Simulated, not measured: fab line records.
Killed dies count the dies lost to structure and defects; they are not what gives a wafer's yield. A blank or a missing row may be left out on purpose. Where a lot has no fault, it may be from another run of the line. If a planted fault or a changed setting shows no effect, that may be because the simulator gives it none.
Which tool was responsible? ; flow n5_finfet ; 30 wafers sampled from 10 lots at 1 step of a route of 1938

## WHAT THE GAUGES READ, wafer by wafer
N5_GATE_CUT_INSPECT_26: inspects for defects (darkfield).
lot;measured;on;raw_defect_count
L075;day 4 23:59;defect_inspect-01;21 21 18
L077;day 5 14:57;defect_inspect-01;63 48 70
L081;day 6 10:20;defect_inspect-02;30 37 57
L083;day 7 02:08;defect_inspect-01;16 28 46
L085;day 7 09:40;defect_inspect-02;39 59 39
L087;day 8 00:35;defect_inspect-02;59 50 40
L089;day 8 09:00;defect_inspect-01;55 46 57
L091;day 8 23:56;defect_inspect-02;25 16 44
L093;day 9 11:07;defect_inspect-02;21 38 16
L096;day 10 09:40;defect_inspect-01;46 28 41

## WHAT TOOL EACH LOT RAN ON (gives the tool, then ch and the chambers of the sampled wafers, and finally the start)
No process step before these readings appears in the record.

## THE ANSWER, worked out from the rows above alone
Rule: usual is defined by the lots themselves. Put in order of their means at a reading, lots are off if they are a third of the lots or fewer, leave a main group of 4 or more, and stand apart from it by a gap of 3 or more times the standard deviation of the main group's means; of several such gaps the widest counts. Not used: any main group whose means are identical at the precision the tables above print for the reading. Also off: a lot with no number at a reading for which 4 or more lots have one. The other lots that the step has rows for count as sound.
None of the lots is off at any reading shown; this tells nothing.

## WHAT HAD BEEN PUT IN BY THE SIMULATOR
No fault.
